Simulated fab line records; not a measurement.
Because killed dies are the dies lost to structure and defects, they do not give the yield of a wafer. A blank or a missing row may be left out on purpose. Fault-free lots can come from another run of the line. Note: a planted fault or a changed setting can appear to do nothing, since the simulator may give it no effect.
A single fault, viewed from 3 desks / flow n5-finfet / numbers are kept per desk, each desk with only its own; the story behind them comes last

== THE METROLOGY DESK ==
What the gauges read, lot by lot, whatever tool the lot ran on: means of the sampled wafers that have a number. The brackets show how far a lot's mean lies from the usual mean; more than 4 standard deviations puts the lot out of limits, marked OUT. Only the readings that lie furthest out on some lot appear, 7 of the 12 it has.
Columns: A = cd-nm at N5_SDB_CD_MEAS_11, usual 50.3 nm; B = DIBL_N at N5_BEOL_M4_RC_MEAS_101, usual 36.5 mV/V; C = IOFF_N at N5_BEOL_M4_RC_MEAS_101, usual 0.17 nA/um; D = IOFF_P at N5_BEOL_M4_RC_MEAS_101, usual 0.21 nA/um; E = SS_P at N5_BEOL_M4_RC_MEAS_101, usual 73.4 mV/dec; F = VT_N at N5_BEOL_M4_RC_MEAS_101, usual 249 mV; G = VT_P at N5_BEOL_M4_RC_MEAS_101, usual -251 mV
lot=L165; first seen here=day 3 23:51; A=50.5; B=39.0; C=0.20; D=0.24; E=74.0; F=245; G=-247
lot=L168; first seen here=day 4 16:25; A=50.3; B=35.4; C=0.16; D=0.20; E=73.3; F=249; G=-247
lot=L175; first seen here=day 6 14:17; A=52.3; B=35.6; C=0.13; D=0.17; E=72.4; F=254; G=-254
lot=L177; first seen here=day 7 02:05; A=49.8; B=38.9; C=0.19; D=0.22; E=74.2; F=248; G=-253
lot=L179; first seen here=day 7 14:06; A=51.3; B=33.9; C=0.12; D=0.17; E=72.6; F=255; G=-255
lot=L182; first seen here=day 8 05:58; A=49.4; B=33.0; C=0.12; D=0.15; E=72.9; F=255; G=-257
Result from this desk: across the 6 lots, nothing is out of limits.

== THE DEFECT DESK ==
Lot by lot, what the route's inspections counted, given as the mean of those sampled wafers with a number. The brackets show how far a lot's mean lies from the usual mean; more than 4 standard deviations puts the lot out of limits, marked OUT.
Columns: A = raw-defect-count at N5_SDB_INSPECT_13, usual 68
lot=L165; first seen here=day 3 23:54; A=84
lot=L168; first seen here=day 4 16:29; A=67
lot=L175; first seen here=day 6 14:20; A=43
lot=L177; first seen here=day 7 02:08; A=45
lot=L179; first seen here=day 7 14:09; A=55
lot=L182; first seen here=day 8 06:01; A=63
Result from this desk: across the 6 lots, nothing is out of limits.

== FOR THE TOOL OWNER'S DESK: rie-diel-04 ==
The tool's own readings at N5_SDB_ETCH_18 (etches SOC in N2/H2, target depth 100 nm, overetch 20 nm, time 150 s): means of the sampled wafers that have a number, for each lot that ran on this tool. The brackets show how far a lot's mean lies from the usual mean; more than 4 standard deviations puts the lot out of limits, marked OUT.
Columns: A = drypump-motor-current-A at N5_SDB_ETCH_18, usual 5.6 A; B = oes-product-au at N5_SDB_ETCH_18, usual 0.72 a.u.; C = rf-fwd-power-W at N5_SDB_ETCH_18, usual 837.0 W; D = rf-vpp-V at N5_SDB_ETCH_18, usual 523.5 V; E = showerhead-plenum-p-Torr at N5_SDB_ETCH_18, usual 2.53 Torr; F = throttle-valve-pct at N5_SDB_ETCH_18, usual 17.80 %
lot=L168; first seen here=day 4 16:35; A=5.2; B=0.67; C=834.8; D=523.3; E=2.52; F=17.74
lot=L175; first seen here=day 6 14:26; A=5.7; B=0.72; C=837.6; D=522.9; E=2.51; F=17.80
lot=L177; first seen here=day 7 02:27; A=6.0; B=0.73; C=837.8; D=522.6; E=2.48; F=18.04
Result from this desk: across the 3 lots, nothing is out of limits.

== TAKEN TOGETHER ==
Nothing out of limits was seen by the metrology desk.
Nothing the defect desk looked at was out of limits.
Nothing out of limits was seen by the tool owner's desk.

== WHAT HAD BEEN PUT IN BY THE SIMULATOR ==
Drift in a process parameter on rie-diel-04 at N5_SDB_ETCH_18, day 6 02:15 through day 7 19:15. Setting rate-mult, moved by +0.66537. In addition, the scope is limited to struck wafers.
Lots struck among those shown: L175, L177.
